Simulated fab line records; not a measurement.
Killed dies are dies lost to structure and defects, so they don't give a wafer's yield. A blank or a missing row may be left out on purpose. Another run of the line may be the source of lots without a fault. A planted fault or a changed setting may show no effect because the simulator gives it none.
A struck lot beside a sound one ; flow n5_finfet ; 16 out of 1938 route steps
Sound: wafers L740.1, L740.4, L740.6. Struck: wafer L746.4. (L746.5 of the same lot was not struck and is left out.) The cause comes at the end.
Each step with rows lists, per side, the tool, then ch with its chambers, then its first start. Under that, the readings that differ: sound wafers ; struck wafers ; difference of the means ; sigmas: that difference in standard deviations of wafers without a fault.
alike: a reading whose means differ by less than 2 such deviations, as well as words and numbers matching on both sides. not compared: withheld readings; readings where some wafer has no value; bounds like >300 that might hide an equal value; numbers whose values overlap and for which the record gives no deviation.
The two part at a step that has a row with sigmas, a row that says differs or no value, or rows on one side only. Numbers that have no deviation but don't overlap get no sigmas and don't part them. Lack of a reading on every wafer of one side parts them only where that side has two or more wafers.

first, 8 steps without rows for these wafers: N5_BEOL_M1_COAT_62 (time 60 s, resist thk 12 nm); N5_BEOL_M1_COAT_73 (time 60 s, resist thk 5 nm); N5_BEOL_M1_COAT_05 (resist thk 30 nm); N5_BEOL_M1_EBR_07; N5_BEOL_M1_SOFTBAKE_06 (time 60 s); N5_BEOL_M1_EXPOSE_08 (exposes mask M1); N5_BEOL_M1_PEB_09 (peb time 60 s); N5_BEOL_M1_DEVELOP_10 (develop time 30 s).
N5_BEOL_M1_CD_MEAS_11: target cd 17.05 nm.
  sound on cd_sem-03 ch 0, day 6 07:35; struck on cd_sem-03 ch 0, day 7 15:02
  alike: cd_nm
N5_BEOL_M1_OVL_MEAS_12:
  sound on overlay-01 ch 0, day 6 07:38; struck on overlay-01 ch 0, day 7 15:05
  alike: M1_OVL
N5_BEOL_M1_INSPECT_13: inspects for defects (brightfield).
  sound on defect_inspect-01, day 6 07:41; struck on defect_inspect-01, day 7 15:07
  alike: raw_defect_count
N5_BEOL_M1_DESCUM_16: chemistry O2, time 7 s.
  sound on rie_diel-05 ch 2,3, day 6 07:43; struck on rie_diel-05 ch 3, day 7 15:17
  alike: drypump_motor_current_A, oes_product_au, rf_fwd_power_W, rf_vpp_V, showerhead_plenum_p_Torr, throttle_valve_pct
  not compared: rf_hours_counter_h
N5_BEOL_M1_ETCH_74: etches underlayer in N2/H2, target depth 6.5 nm, time 5.2 s.
  sound on rie_diel-05 ch 2,3, day 6 07:47; struck on rie_diel-05 ch 3, day 7 15:19
reading;sound;struck;difference;sigmas
etch_rf_on_time_s (s);5.12 5.18 5.18;3.24;-1.92;-16
oes_product_au (a.u.);0.63 0.69 0.69;0.83;+0.16;+3
  alike: drypump_motor_current_A, rf_fwd_power_W, rf_vpp_V, showerhead_plenum_p_Torr, throttle_valve_pct
  not compared: rf_hours_counter_h
N5_BEOL_M1_ETCH_63: etches SiARC in CF4, target depth 15.6 nm, time 26 s.
  sound on rie_diel-05 ch 2,3, day 6 07:48; struck on rie_diel-05 ch 3, day 7 15:20
  alike: cf4_flow_sccm, drypump_motor_current_A, etch_rf_on_time_s, oes_product_au, rf_fwd_power_W, rf_vpp_V, showerhead_plenum_p_Torr, throttle_valve_pct
  not compared: rf_hours_counter_h
N5_BEOL_M4_RC_MEAS_101:
  sound on prober-01 ch 0, day 8 07:57; struck on prober-02 ch 0, day 9 14:27
reading;sound;struck;difference;sigmas
SS_N (mV/dec);72.0 71.3 72.4;70.5;-1.4;-2
SS_P (mV/dec);73.3 73.2 73.8;71.9;-1.5;-2
  alike: DIBL_N, DIBL_P, IOFF_N, IOFF_P, ION_N, ION_P, VT_N, VT_P
-- a jump in the record: the struck wafers' starts before and after are 4 days apart (it breaks off in module BEOL_M4 and resumes in module PASSIVATION, where the first step shown is number 1936 of the route) --
N5_PASSIVATION_PROBE_49:
  sound on prober-01, day 12 18:16; struck on prober-01, day 13 21:13
reading;sound;struck;difference;sigmas
killed_at_M4_up;8 6 5;17;+11;+2
  alike: defect_limited_yield, killed_at_M0_to_M3, killed_at_contacts, killed_at_front_end, killed_at_other, killed_dies, killed_open, killed_short, sort_bin_5_function, sort_bin_6_memory, sort_n_pass, sort_yield_pct

## WHERE THEY PART
Last at N5_PASSIVATION_PROBE_49 as far as this record goes, first at N5_BEOL_M1_ETCH_74.

WHY: the cause the simulator had injected
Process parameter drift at N5_BEOL_M1_ETCH_74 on rie_diel-05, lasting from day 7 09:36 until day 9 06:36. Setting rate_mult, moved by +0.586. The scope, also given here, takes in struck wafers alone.
